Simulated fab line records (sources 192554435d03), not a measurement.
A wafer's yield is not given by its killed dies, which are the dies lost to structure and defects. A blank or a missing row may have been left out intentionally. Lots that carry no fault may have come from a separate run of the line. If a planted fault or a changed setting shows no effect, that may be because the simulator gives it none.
Chamber matching | flow n5_finfet | N5_BEOL_M4_CMP_52 on cmp-02: 4 sister chambers
The step polishes, stops on SiOC, t overpolish 6.8 s, target thk 40 nm. 8 wafers are shown with their chamber, then 8 later ones without.

== WAFERS WITH THEIR CHAMBER ==
wafer  | chamber | motor_current_A (A) | barrier_field_endpoint_s (s)
L076.2 | 3       | 6.5                 | 25.2
L087.4 | 0       | 6.1                 | 24.3
L088.1 | 2       | 5.2                 | 24.3
L088.5 | 1       | 6.3                 | 25.3
L089.2 | 2       | 4.8                 | 23.8
L089.5 | 0       | 6.1                 | 24.6
L089.6 | 3       | 6.0                 | 24.3
L092.1 | 1       | 6.7                 | 24.9

== WAFERS WHOSE CHAMBER IS MISSING ==
wafer  | motor_current_A (A) | barrier_field_endpoint_s (s)
L092.2 | 6.2                 | 23.4
L092.5 | 6.4                 | 23.8
L094.2 | 5.8                 | 24.3
L094.3 | 6.5                 | 23.9
L094.4 | 4.5                 | 24.8
L097.2 | 5.0                 | 23.4
L097.4 | 6.2                 | 24.9
L097.5 | 4.7                 | 23.1

== WHICH CHAMBER EACH WENT THROUGH ==
wafer  | from the rows above          | in truth
L092.2 | can't be placed: 0 or 3 or 1 | 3
L092.5 | can't be placed: 0 or 3 or 1 | 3
L094.2 | can't be placed: 0 or 3 or 2 | 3
L094.3 | can't be placed: 0 or 3 or 1 | 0
L094.4 | 2                            | 2
L097.2 | 2                            | 2
L097.4 | can't be placed: 3 or 0 or 1 | 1
L097.5 | 2                            | 2
Correct placement for 3 of the 8. Unplaceable from these rows: 5, with the true chamber sitting among the candidates in 5. Number placed wrongly: 0.
How it was worked out, from the rows above alone: a wafer's distance from a chamber is the root of the sum, over the readings, of the square of ((its reading less the chamber's mean) divided by the reading's scatter). If the next closest chamber is less than 2 further off than the closest, the wafer can't be placed; otherwise it belongs to the closest. Each chamber's mean is taken over the wafers shown for it. The scatter: the root of (the sum of the squares of (reading less its chamber's mean) over the shown wafers, divided by (wafers less chambers)).
